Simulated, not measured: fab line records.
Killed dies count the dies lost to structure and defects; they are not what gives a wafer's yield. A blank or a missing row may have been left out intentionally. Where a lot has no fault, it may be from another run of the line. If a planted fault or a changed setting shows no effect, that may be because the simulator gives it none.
fab line records ; flow n5_finfet
record lots=7; wafers=21
route steps=1938 shown SD_EPI_P@321 SD_ACTIVATION@330 SDB@347 MOL_CONTACT_COAG@559 BEOL_M0_SAQP@638 BEOL_M1@779
start_h: hours from the record's first day to the start of the lot's first wafer shown ; wait_h: hours since the lot's step before ; " repeats the value in the row above ; L1.1+2: several wafers, shown together as one row ; - either no value or no given start ; * or withheld: withheld ; < > ~ a bound
route shown NAME@n: NAME is a module with steps in the file, n the number in the route of the first one ; usual: the fault-free wafers' mean and standard deviation ; same: alike in all rows ; chamber/n: place in a boat ; sites: the reading at each site ; _std_site: how widely they spread, as a standard deviation ; _edge_site: the outer-site mean with the inner-site mean subtracted ; radius_mm: how far each site lies from the wafer's centre ; mask NAME#n: copy n ; behind: the last tool/chamber to shape the wafer ; hold: the reason the lot was held/the length of the hold in hours/how it ended ; device: transistor that didn't switch, given as n, p or np ; end of line: the tests these same wafers got at the end of their route ; a step without rows: its recipe alone ; killed: count of dies lost to structure and defects at first sort (not the wafer's yield) ; map: the dies of a wafer, with x for killed, . for not killed, _ for no die there
set.NAME: the run value of the setting; set.NAME@STEP: its run value at that earlier step ; model.NAME: the simulator's own value behind a step, which no gauge read
lots run with intentionally changed settings; tables by step, rows by wafer
## steps
# step N5_SD_EPI_P_EPI_21
# recipe material=SiGe:B; dopant=B; temp_c=550; pressure_torr=20; ambient=H2; time_s=355
lot.wafer;tool;chamber;start_h;wait_h;set.time_s;model.SiGe-B_of_SD_EPI_P_EPI_21.thk_nm
L074.2;epi_rpcvd-01;0;58.68;0.5;355;60.6
L074.4;epi_rpcvd-01;0;58.68;0.5;355;61.2
L074.6;epi_rpcvd-01;0;58.68;0.5;355;61.4
L075.2;epi_rpcvd-03;0;67.25;0.6;355;60.6
L075.5;epi_rpcvd-03;0;68.69;2.0;355;61.2
L075.6;epi_rpcvd-03;0;68.69;2.0;355;61.6
L080.1;epi_rpcvd-01;0;94.41;0.1;295.4;54.6
L080.4;epi_rpcvd-01;0;95.49;1.1;295.4;55
L080.5;epi_rpcvd-01;0;95.49;1.1;355;61.4
L086.2;epi_rpcvd-02;0;132.47;0.6;355;61.2
L086.4+5;epi_rpcvd-02;0;132.47;0.6;355;61.6
L087.1;epi_rpcvd-03;0;135.44;0.1;312.7;56
L087.2+6;epi_rpcvd-03;0;135.44;0.1;312.7;56.4
L095.1;epi_rpcvd-03;0;181.88;0.1;305.6;57
L095.2;epi_rpcvd-03;0;181.88;0.1;305.6;56.2
L095.4;epi_rpcvd-03;0;181.88;0.1;355;61.8
L096.1;epi_rpcvd-03;0;193.73;0.1;324.5;57
L096.2;epi_rpcvd-03;0;193.73;0.1;355;60.8
L096.4;epi_rpcvd-03;0;193.73;0.1;355;60.2
# step N5_SD_EPI_P_EPI_MEAS_23
# recipe mode=xrd
# usual thk_nm=61.1/1.2
lot.wafer;tool;chamber;start_h;wait_h;set.time_s@SD_EPI_P_EPI_21;thk_nm
L074.2;film_metro-02;-;60.51;1.5;355;60.0
L074.4;film_metro-02;-;60.51;1.5;355;61.1
L074.6;film_metro-02;-;60.51;1.5;355;62.8
L075.2;film_metro-02;-;69.70;2.0;355;60.5
L075.5;film_metro-02;-;69.70;2.0;355;59.7
L075.6;film_metro-02;-;69.70;2.0;355;62.0
L080.1;film_metro-01;-;96.60;1.9;295.4;54.9
L080.4;film_metro-01;-;96.60;1.9;295.4;53.7
L080.5;film_metro-01;-;96.60;1.9;355;62.5
L086.2;film_metro-02;-;134.92;2.0;355;61.0
L086.4;film_metro-02;-;134.92;2.0;355;60.6
L086.5;film_metro-02;-;134.92;2.0;355;59.7
L087.1;film_metro-01;-;137.64;1.8;312.7;56.1
L087.2;film_metro-01;-;137.64;1.8;312.7;55.6
L087.6;film_metro-01;-;137.64;1.8;312.7;57.1
L095.1;film_metro-02;-;184.08;1.8;305.6;57.6
L095.2;film_metro-02;-;184.08;1.8;305.6;56.6
L095.4;film_metro-02;-;184.08;1.8;355;63.8
L096.1;film_metro-01;-;195.93;1.8;324.5;57.4
L096.2;film_metro-01;-;195.93;1.8;355;62.1
L096.4;film_metro-01;-;195.93;1.8;355;58.3
# step N5_SD_EPI_P_HM_STRIP_48
# recipe chemistry=H3PO4; temp_c=160; material=SiNx; target=SiNx; target_depth_a=30; overetch_fraction=0.3
# step N5_SD_EPI_P_SRD_49
# recipe dry=ipa_marangoni; time_s=30; temp_c=23; rinse_liquid=diw
# step N5_SD_ACTIVATION_RTA_00
# recipe temp_c=975; time_s=0; ambient=N2; idle_temp_c=600; ramp_up_c_per_s=150; ramp_down_c_per_s=60; cool_to_c=600
# step N5_SD_ACTIVATION_LSA_01
# recipe temp_c=1080; time_s=0.0008; ambient=N2
# step N5_SD_ACTIVATION_RS_MEAS_03
# recipe thk_meas_gauge=four-point-probe
# usual RS_SD_N=21.92/0.3; RS_SD_P=55.7/0.96
lot.wafer;tool;chamber;start_h;wait_h;set.time_s@SD_EPI_P_EPI_21;RS_SD_N[ohm/sq];RS_SD_P[ohm/sq]
L074.2;film_metro-02;-;61.15;0.2;355;21.90;55.7
L074.4;film_metro-02;-;61.15;0.2;355;21.82;54.7
L074.6;film_metro-02;-;61.15;0.2;355;21.81;54.7
L075.2;film_metro-01;-;70.39;0.2;355;21.87;56.6
L075.5;film_metro-01;-;70.39;0.2;355;22.09;55.7
L075.6;film_metro-01;-;70.39;0.2;355;21.72;55.1
L080.1;film_metro-01;-;98.01;0.2;295.4;21.75;62.4
L080.4;film_metro-01;-;98.01;0.2;295.4;21.56;61.8
L080.5;film_metro-01;-;98.01;0.2;355;21.62;55.2
L086.2;film_metro-01;-;138.54;0.2;355;21.94;55.1
L086.4;film_metro-01;-;138.54;0.2;355;22.05;54.7
L086.5;film_metro-01;-;138.54;0.2;355;21.53;55.2
L087.1;film_metro-02;-;138.72;0.2;312.7;22.24;60.4
L087.2;film_metro-02;-;138.72;0.2;312.7;21.70;60.1
L087.6;film_metro-02;-;138.72;0.2;312.7;22.30;60.1
L095.1;film_metro-01;-;184.70;0.2;305.6;21.78;59.8
L095.2;film_metro-01;-;184.70;0.2;305.6;22.01;60.5
L095.4;film_metro-01;-;184.70;0.2;355;21.89;55.5
L096.1;film_metro-01;-;196.53;0.2;324.5;22.03;59.8
L096.2;film_metro-01;-;196.53;0.2;355;22.21;55.4
L096.4;film_metro-01;-;196.53;0.2;355;22.37;56.3
# step N5_SDB_HM_DEP_00
# recipe material=SiNx; target_thk_a=400; temp_c=400; precursor=SiH4/NH3/N2; pressure_torr=1.5; rf_w=300; time_s=35.3
lot.wafer;tool;chamber;start_h;wait_h;set.time_s;model.SiNx_of_SDB_HM_DEP_00.thk_nm
L074.2;pecvd-04;0;67.90;0.0;35.3;39.8
L074.4;pecvd-04;0;67.90;0.0;35.3;40.4
L074.6;pecvd-04;2;67.90;0.0;35.3;40.2
L075.2;pecvd-04;1;79.26;0.0;35.3;39.2
L075.5;pecvd-04;0;79.26;0.0;35.3;40
L075.6;pecvd-04;2;79.26;0.0;35.3;39.8
L080.1;pecvd-02;0;106.43;0.0;30.99;34.4
L080.4;pecvd-02;1;106.43;0.0;35.3;40.4
L080.5;pecvd-02;2;106.43;0.0;35.3;40
L086.2;pecvd-04;1;145.14;0.0;35.3;40.2
L086.4;pecvd-04;0;145.14;0.0;35.3;40.4
L086.5;pecvd-04;1;145.14;0.0;37.28;43
L087.1;pecvd-02;0;146.87;0.0;40.12;44.8
L087.2;pecvd-02;1;146.87;0.0;40.12;45
L087.6;pecvd-02;0;146.87;0.0;35.3;40
L095.1+2+4;pecvd-02;2,1,0;192.30;0.0;35.3;40
L096.1;pecvd-01;0;203.65;0.0;35.3;39
L096.2;pecvd-01;1;203.65;0.0;35.3;39.8
L096.4;pecvd-01;1;203.65;0.0;32.18;37.4
# step N5_SDB_COAT_03
# recipe resist=SOC; temp_c=250; time_s=60; spin_rpm=1500; resist_thk_nm=100
# step N5_SDB_COAT_04
# recipe resist=SiARC; temp_c=220; time_s=60; spin_rpm=1500; resist_thk_nm=18
# step N5_SDB_STRIP_19
# recipe chemistry=N2/H2; temp_c=40; n2_flow_sccm=200; h2_flow_sccm=200; rf_frequency_hz=6e+07
# step N5_SDB_STRIP_21
# recipe chemistry=CF4; resist=SiARC; power_w=300; bias_power_w=75; pressure_mtorr=50; cf4_flow_sccm=150; rf_frequency_hz=6e+07
# step N5_SDB_HM_OPEN_20
# recipe chemistry=CH3F/O2; target=SiNx; mask_material=SOC; target_depth_a=240; stop_on=poly-Si; over_etch_frac=0.4; ion_energy_ev=120; pressure_mtorr=30; source_w=395; bias_w=73; Ar_flow_sccm=150; CH3F_flow_sccm=30; O2_flow_sccm=20
lot.wafer;tool;chamber;start_h;wait_h;set.time_s@SDB_HM_DEP_00;model.etch.depth_nm
L074.2;rie_diel-01;0;68.66;0.0;35.3;23.7
L074.4;rie_diel-01;3;68.66;0.0;35.3;24.41
L074.6;rie_diel-01;0;68.66;0.0;35.3;24.27
L075.2;rie_diel-04;2;79.90;0.0;35.3;23.15
L075.5;rie_diel-04;0;79.90;0.0;35.3;23.97
L075.6;rie_diel-04;2;79.90;0.0;35.3;23.75
L080.1;rie_diel-02;1;107.20;0.0;30.99;18.4
L080.4;rie_diel-02;0;107.20;0.0;35.3;24.42
L080.5;rie_diel-02;1;107.20;0.0;35.3;24.07
L086.2;rie_diel-04;0;145.78;0.0;35.3;24.23
L086.4;rie_diel-04;2;145.78;0.0;35.3;24.43
L086.5;rie_diel-04;0;145.78;0.0;37.28;27.05
L087.1;rie_diel-01;2;147.64;0.0;40.12;28.83
L087.2;rie_diel-01;1;147.64;0.0;40.12;28.92
L087.6;rie_diel-01;3;147.64;0.0;35.3;24
L095.1;rie_diel-04;2;192.94;0.0;35.3;24.08
L095.2;rie_diel-04;3;192.94;0.0;35.3;24.1
L095.4;rie_diel-04;0;192.94;0.0;35.3;24
L096.1;rie_diel-02;2;204.98;0.0;35.3;23.1
L096.2;rie_diel-02;1;204.98;0.0;35.3;23.89
L096.4;rie_diel-02;3;204.98;0.0;32.18;21.38
# step N5_SDB_STRIP_22
# recipe chemistry=N2/H2; power_w=1000; temp_c=250; h2_frac=0.65; overash_fraction=0.3; pressure_mtorr=withheld; n2_flow_sccm=1750; h2_flow_sccm=3250
# step N5_SDB_PRECLEAN_23
# recipe chemistry=dHF; time_s=30; temp_c=25; dilution=withheld
lot.wafer;tool;chamber;start_h;wait_h;set.time_s@SDB_HM_DEP_00;model.SiNx_of_SDB_HM_DEP_00.thk_nm
L074.2;wet_bench-03;1;68.89;0.1;35.3;38.8
L074.4;wet_bench-03;7;68.89;0.1;35.3;39.4
L074.6;wet_bench-03;2;68.89;0.1;35.3;39.2
L075.2;wet_bench-03;0;80.13;0.1;35.3;38.2
L075.5;wet_bench-03;1;80.13;0.1;35.3;39
L075.6;wet_bench-03;6;80.13;0.1;35.3;38.8
L080.1;wet_bench-06;2;107.42;0.1;30.99;33.4
L080.4;wet_bench-06;6;107.42;0.1;35.3;39.4
L080.5;wet_bench-06;3;107.42;0.1;35.3;39
L086.2;wet_bench-05;3;146.01;0.1;35.3;39.2
L086.4;wet_bench-05;7;146.01;0.1;35.3;39.4
L086.5;wet_bench-05;2;146.01;0.1;37.28;42
L087.1;wet_bench-06;6;147.87;0.1;40.12;43.8
L087.2;wet_bench-06;1;147.87;0.1;40.12;44
L087.6;wet_bench-06;3;147.87;0.1;35.3;39
L095.1+2;wet_bench-03;1,2;193.17;0.1;35.3;39.2
L095.4;wet_bench-03;0;193.17;0.1;35.3;39
L096.1;wet_bench-03;6;205.21;0.1;35.3;38.2
L096.2;wet_bench-03;1;205.21;0.1;35.3;39
L096.4;wet_bench-03;0;205.21;0.1;32.18;36.4
# step N5_MOL_CONTACT_COAG_ALD_27
# recipe material=SiOC; target_thk_a=170; temp_c=400; ald_precursor_family=carbosiloxane; ald_co_reactant=H2-plasma; pulse_time_s=1.5; time_s=2720; purge_time_s=2; co_reactant_purge_time_s=2; ald_cycles=340; pressure_torr=2
lot.wafer;tool;chamber;start_h;wait_h;set.ald_cycles;model.SiOC_of_MOL_CONTACT_COAG_ALD_27.thk_nm
L074.2;ald_sin-01;0;96.53;0.0;340;17
L074.4+6;ald_sin-01;1,3;96.53;0.0;340;16.8
L075.2;ald_sin-01;3;107.27;0.7;318;15.8
L075.5+6;ald_sin-01;2,1;107.27;0.7;340;17
L080.1;ald_sin-01;0;138.36;0.0;378;19
L080.4+5;ald_sin-01;1,2;138.36;0.0;340;17
L086.2;ald_sin-03;3;177.01;0.0;384;19.2
L086.4;ald_sin-03;0;177.01;0.0;340;17.2
L086.5;ald_sin-03;3;177.01;0.0;340;17
L087.1;ald_sin-02;3;177.54;0.0;317;15.8
L087.2+6;ald_sin-02;2;177.54;0.0;340;17
L095.1+2;ald_sin-02;1,0;222.78;0.0;383;19.2
L095.4;ald_sin-02;2;222.78;0.0;340;17
L096.1+2+4;ald_sin-02;1,2,3;233.55;0.0;340;17
# step N5_MOL_CONTACT_COAG_EXPOSE_81
# recipe mask_id=VG; na=0.33; source_shape=annular; sigma_inner=0.3; sigma_outer=0.7; polarization=unpolarized; defocus_nm=0; dose_mj=59.5
lot.wafer;tool;chamber;start_h;wait_h;mask;set.dose_mj
L074.2+4+6;euv_scanner-02;0;99.82;-;VG#0;59.5
L075.2;euv_scanner-02;0;110.89;-;VG#0;59.5
L075.5+6;euv_scanner-02;0;110.89;-;VG#0;62.1
L080.1+4+5;euv_scanner-01;0;140.96;-;VG#0;57.38
L086.2+5;euv_scanner-02;0;180.18;-;VG#0;63.95
L086.4;euv_scanner-02;0;180.18;-;VG#0;59.5
L087.1+2+6;euv_scanner-01;0;180.96;-;VG#0;59.5
L095.1+2;euv_scanner-01;0;225.54;-;VG#0;59.5
L095.4;euv_scanner-01;0;225.54;-;VG#0;61.57
L096.1+2+4;euv_scanner-02;0;236.27;-;VG#0;59.5
# step N5_MOL_CONTACT_COAG_PEB_82
# recipe peb_temp_c=100; peb_time_s=60; resist=CAR-EUV
# step N5_MOL_CONTACT_COAG_DEVELOP_83
# recipe develop_time_s=30; developer=TMAH; resist=CAR-EUV; rinse_liquid=surfactant_rinse; dry=air_spin; dev_temp_c=23
# step N5_MOL_CONTACT_COAG_CD_MEAS_84
# recipe target_cd_nm=25.1; landing_energy_ev=500; detector=se_inlens; polarity=opening
# usual cd_nm=25.14/0.24
lot.wafer;tool;chamber;start_h;wait_h;set.dose_mj@MOL_CONTACT_COAG_EXPOSE_81;cd_nm
L074.2;cd_sem-03;0;99.95;-;59.5;25.14
L074.4;cd_sem-03;0;99.95;-;59.5;24.79
L074.6;cd_sem-03;0;99.95;-;59.5;24.99
L075.2;cd_sem-03;0;111.03;-;59.5;24.97
L075.5;cd_sem-03;0;111.03;-;62.1;26.09
L075.6;cd_sem-03;0;111.03;-;62.1;26.18
L080.1;cd_sem-03;0;141.10;-;57.38;24.21
L080.4;cd_sem-03;0;141.10;-;57.38;24.51
L080.5;cd_sem-03;0;141.10;-;57.38;24.67
L086.2;cd_sem-01;0;180.31;-;63.95;26.43
L086.4;cd_sem-01;0;180.31;-;59.5;24.85
L086.5;cd_sem-01;0;180.31;-;63.95;26.37
L087.1;cd_sem-01;0;181.11;-;59.5;25.09
L087.2;cd_sem-01;0;181.11;-;59.5;24.82
L087.6;cd_sem-01;0;181.11;-;59.5;25.17
L095.1;cd_sem-02;0;225.69;-;59.5;25.11
L095.2;cd_sem-02;0;225.69;-;59.5;25.10
L095.4;cd_sem-02;0;225.69;-;61.57;25.63
L096.1;cd_sem-03;0;236.42;-;59.5;24.78
L096.2;cd_sem-03;0;236.42;-;59.5;25.17
L096.4;cd_sem-03;0;236.42;-;59.5;25.15
# step N5_MOL_CONTACT_COAG_PRECLEAN_144
# recipe chemistry=alkaline_clean; temp_c=60; time_s=60; do_ppb=50
# step N5_MOL_CONTACT_COAG_SRD_145
# recipe dry=ipa_marangoni; time_s=30; temp_c=23; rinse_liquid=diw
# step N5_MOL_CONTACT_COAG_CD_MEAS_137
# recipe target_cd_nm=16
# usual cd_nm=15.99/0.28
lot.wafer;tool;chamber;start_h;wait_h;set.dose_mj@MOL_CONTACT_COAG_EXPOSE_81;cd_nm
L074.2;cd_sem-03;-;100.88;0.0;59.5;16.27
L074.4;cd_sem-03;-;100.88;0.0;59.5;15.76
L074.6;cd_sem-03;-;100.88;0.0;59.5;16.04
L075.2;cd_sem-03;-;112.07;0.0;59.5;15.62
L075.5;cd_sem-03;-;112.07;0.0;62.1;17.17
L075.6;cd_sem-03;-;112.07;0.0;62.1;16.91
L080.1;cd_sem-03;-;142.96;0.0;57.38;15.26
L080.4;cd_sem-03;-;142.96;0.0;57.38;15.40
L080.5;cd_sem-03;-;142.96;0.0;57.38;15.28
L086.2;cd_sem-03;-;181.29;0.0;63.95;17.65
L086.4;cd_sem-03;-;181.29;0.0;59.5;15.53
L086.5;cd_sem-03;-;181.29;0.0;63.95;17.38
L087.1;cd_sem-01;-;182.08;0.0;59.5;16.25
L087.2;cd_sem-01;-;182.08;0.0;59.5;15.96
L087.6;cd_sem-01;-;182.08;0.0;59.5;16.11
L095.1;cd_sem-02;-;226.61;0.0;59.5;15.83
L095.2;cd_sem-02;-;226.61;0.0;59.5;15.85
L095.4;cd_sem-02;-;226.61;0.0;61.57;16.71
L096.1;cd_sem-03;-;237.35;0.0;59.5;16.11
L096.2;cd_sem-03;-;237.35;0.0;59.5;16.66
L096.4;cd_sem-03;-;237.35;0.0;59.5;16.52
# step N5_MOL_CONTACT_COAG_ALD_133
# recipe material=SiO2; target_thk_a=50; temp_c=100; ald_precursor_family=BDEAS; ald_co_reactant=O2-plasma; pulse_time_s=1; co_reactant_pulse_time_s=1; purge_time_s=2; co_reactant_purge_time_s=2; ald_cycles=35; pressure_torr=2
lot.wafer;tool;chamber;start_h;wait_h;set.ald_cycles;model.SiO2_of_MOL_CONTACT_COAG_ALD_133.thk_nm
L074.2+4+6;ald_sin-01;3,0,1;101.54;0.1;35;5
L075.2+6;ald_sin-03;2,3;112.82;0.1;35;5
L075.5;ald_sin-03;2;112.82;0.1;39;5.6
L080.1+5;ald_sin-01;2,1;144.16;0.5;35;5
L080.4;ald_sin-01;1;144.16;0.5;40;5.8
L086.2+5;ald_sin-02;2;182.27;0.1;39;5.6
L086.4;ald_sin-02;3;182.27;0.1;35;5
L087.1;ald_sin-01;2;183.03;0.4;35;5
L087.2+6;ald_sin-01;3;183.03;0.4;39;5.6
L095.1+2+4;ald_sin-02;1,3,0;227.41;0.1;35;5
L096.1+2+4;ald_sin-01;0,3,1;237.96;0.1;35;5
# step N5_MOL_CONTACT_COAG_VIA_ETCH_117
# recipe chemistry=C4F6/O2; target_depth_a=400; overetch_a=80; mask_material=SOC; target=SiO2; bias_w=455; pressure_mtorr=10; time_s=26; source_w=325; Ar_flow_sccm=300; C4F6_flow_sccm=10; O2_flow_sccm=10; ion_energy_ev=575.3; ends=end_point
# usual rf_vpp_V=1584/21
lot.wafer;tool;chamber;start_h;wait_h;set.bias_w;rf_vpp_V
L074.2;rie_diel-01;1;101.88;0.0;455;1597
L074.4;rie_diel-01;0;101.88;0.0;455;1633
L074.6;rie_diel-01;0;101.88;0.0;455;1633
L075.2;rie_diel-02;2;113.16;0.0;455;1617
L075.5;rie_diel-02;2;113.16;0.0;455;1616
L075.6;rie_diel-02;1;113.16;0.0;455;1588
L080.1;rie_diel-02;3;144.49;0.0;396;1439
L080.4;rie_diel-02;2;144.49;0.0;396;1457
L080.5;rie_diel-02;0;144.49;0.0;455;1589
L086.2;rie_diel-02;0;182.61;0.0;432.7;1531
L086.4;rie_diel-02;1;182.61;0.0;455;1588
L086.5;rie_diel-02;3;182.61;0.0;455;1597
L087.1;rie_diel-04;2;183.36;0.0;455;1560
L087.2;rie_diel-04;1;183.36;0.0;518.6;1716
L087.6;rie_diel-04;1;183.36;0.0;455;1554
L095.1;rie_diel-02;0;227.74;0.0;517.4;1749
L095.2;rie_diel-02;1;227.74;0.0;455;1589
L095.4;rie_diel-02;1;227.74;0.0;517.4;1746
L096.1;rie_diel-02;1;238.30;0.0;455;1589
L096.2;rie_diel-02;0;238.30;0.0;507.7;1724
L096.4;rie_diel-02;3;238.30;0.0;455;1595
# step N5_BEOL_M0_SAQP_PECVD_04
# recipe material=a-Si; target_thk_a=600; temp_c=350; precursor=SiH4/He; pressure_torr=3; rf_w=100; time_s=60.2
lot.wafer;tool;chamber;start_h;wait_h;set.time_s;model.a-Si_of_BEOL_M0_SAQP_PECVD_04.thk_nm
L074.2;pecvd-01;0;109.42;0.0;60.2;60
L074.4;pecvd-01;2;109.42;0.0;60.2;60.6
L074.6;pecvd-01;2;109.42;0.0;60.2;60.8
L075.2;pecvd-04;0;118.99;0.0;60.2;59.6
L075.5;pecvd-04;1;118.99;0.0;56.65;56
L075.6;pecvd-04;0;118.99;0.0;60.2;60.8
L080.1;pecvd-03;0;149.41;0.0;60.2;59.8
L080.4;pecvd-03;2;149.41;0.0;60.2;60.2
L080.5;pecvd-03;1;149.41;0.0;60.2;61.4
L086.2;pecvd-03;2;187.85;0.0;60.2;61.2
L086.4;pecvd-03;0;187.85;0.0;60.2;62
L086.5;pecvd-03;2;187.85;0.0;57.1;59.2
L087.1;pecvd-04;0;191.78;0.0;60.2;59
L087.2;pecvd-04;1;191.78;0.0;66.94;65.6
L087.6;pecvd-04;0;191.78;0.0;66.94;67.4
L095.1;pecvd-04;0;234.22;0.0;60.2;59.4
L095.2;pecvd-04;2;234.22;0.0;67.47;66.2
L095.4;pecvd-04;2;234.22;0.0;67.47;67
L096.1;pecvd-04;2;248.03;0.0;60.2;58.4
L096.2;pecvd-04;1;248.03;0.0;60.2;58.6
L096.4;pecvd-04;0;248.03;0.0;60.2;59
# step N5_BEOL_M0_SAQP_THK_MEAS_05
# usual thk_nm=60.3/0.84
lot.wafer;tool;chamber;start_h;wait_h;set.time_s@BEOL_M0_SAQP_PECVD_04;thk_nm
L074.2;film_metro-02;-;109.55;0.1;60.2;60.1
L074.4;film_metro-02;-;109.55;0.1;60.2;60.6
L074.6;film_metro-02;-;109.55;0.1;60.2;60.8
L075.2;film_metro-01;-;119.09;0.1;60.2;59.6
L075.5;film_metro-01;-;119.09;0.1;56.65;55.9
L075.6;film_metro-01;-;119.09;0.1;60.2;60.7
L080.1;film_metro-02;-;149.50;0.1;60.2;59.9
L080.4;film_metro-02;-;149.50;0.1;60.2;60.2
L080.5;film_metro-02;-;149.50;0.1;60.2;61.4
L086.2;film_metro-01;-;187.95;0.1;60.2;61.2
L086.4;film_metro-01;-;187.95;0.1;60.2;62.0
L086.5;film_metro-01;-;187.95;0.1;57.1;59.1
L087.1;film_metro-02;-;191.88;0.1;60.2;59.1
L087.2;film_metro-02;-;191.88;0.1;66.94;65.6
L087.6;film_metro-02;-;191.88;0.1;66.94;67.4
L095.1;film_metro-02;-;234.32;0.1;60.2;59.4
L095.2;film_metro-02;-;234.32;0.1;67.47;66.2
L095.4;film_metro-02;-;234.32;0.1;67.47;67.0
L096.1;film_metro-02;-;248.13;0.1;60.2;58.5
L096.2;film_metro-02;-;248.13;0.1;60.2;58.7
L096.4;film_metro-02;-;248.13;0.1;60.2;59.0
# step N5_BEOL_M1_COAT_76
# recipe resist=underlayer; temp_c=205; time_s=60; spin_rpm=1500; resist_thk_nm=5
lot.wafer;tool;chamber;start_h;wait_h;set.spin_rpm
L074.2+4+6;litho_track-01;0;-;-;1500
L075.2+6;litho_track-02;0;-;-;1624
L075.5;litho_track-02;0;-;-;1500
L080.1;litho_track-03;0;-;-;1500
L080.4+5;litho_track-03;0;-;-;1647
L086.2+5;litho_track-03;0;-;-;1629
L086.4;litho_track-03;0;-;-;1500
L087.1+2+6;litho_track-02;0;-;-;1500
L095.1+2+4;litho_track-01;0;-;-;1500
L096.1+4;litho_track-01;0;-;-;1371
L096.2;litho_track-01;0;-;-;1500
## key
split step=N5_SD_EPI_P_EPI_21; setting=time_s; stated=355; by=wafer
response step=N5_SD_EPI_P_EPI_21; reading=model.SiGe-B_of_SD_EPI_P_EPI_21.thk_nm; change=+0.388; per=1%; r=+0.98
response step=N5_SD_EPI_P_EPI_MEAS_23; reading=thk_nm; change=*; per=1%; r=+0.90
response step=N5_SD_ACTIVATION_RS_MEAS_03; reading=RS_SD_P; change=-0.388; per=1%; r=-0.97
split step=N5_SDB_HM_DEP_00; setting=time_s; stated=35.3; by=wafer
response step=N5_SDB_HM_DEP_00; reading=model.SiNx_of_SDB_HM_DEP_00.thk_nm; change=+0.383; per=1%; r=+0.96
response step=N5_SDB_HM_OPEN_20; reading=model.etch.depth_nm; change=+0.386; per=1%; r=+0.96
response step=N5_SDB_PRECLEAN_23; reading=model.SiNx_of_SDB_HM_DEP_00.thk_nm; change=+0.387; per=1%; r=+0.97
split step=N5_MOL_CONTACT_COAG_ALD_27; setting=ald_cycles; stated=340; by=wafer
response step=N5_MOL_CONTACT_COAG_ALD_27; reading=model.SiOC_of_MOL_CONTACT_COAG_ALD_27.thk_nm; change=+0.173; per=1%; r=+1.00
split step=N5_MOL_CONTACT_COAG_EXPOSE_81; setting=dose_mj; stated=59.5; by=wafer
response step=N5_MOL_CONTACT_COAG_CD_MEAS_84; reading=cd_nm; change=+0.212; per=1%; r=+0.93
response step=N5_MOL_CONTACT_COAG_CD_MEAS_137; reading=cd_nm; change=+0.276; per=1%; r=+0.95
split step=N5_MOL_CONTACT_COAG_ALD_133; setting=ald_cycles; stated=35; by=wafer
response step=N5_MOL_CONTACT_COAG_ALD_133; reading=model.SiO2_of_MOL_CONTACT_COAG_ALD_133.thk_nm; change=+0.0537; per=1%; r=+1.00
split step=N5_MOL_CONTACT_COAG_VIA_ETCH_117; setting=bias_w; stated=455; by=wafer
response step=N5_MOL_CONTACT_COAG_VIA_ETCH_117; reading=rf_vpp_V; change=+11.4; per=1%; r=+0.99
split step=N5_BEOL_M0_SAQP_PECVD_04; setting=time_s; stated=60.2; by=wafer
response step=N5_BEOL_M0_SAQP_PECVD_04; reading=model.a-Si_of_BEOL_M0_SAQP_PECVD_04.thk_nm; change=+0.626; per=1%; r=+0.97
response step=N5_BEOL_M0_SAQP_THK_MEAS_05; reading=thk_nm; change=*; per=1%; r=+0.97
split step=N5_BEOL_M1_COAT_76; setting=spin_rpm; stated=1500; by=wafer
response none in this file
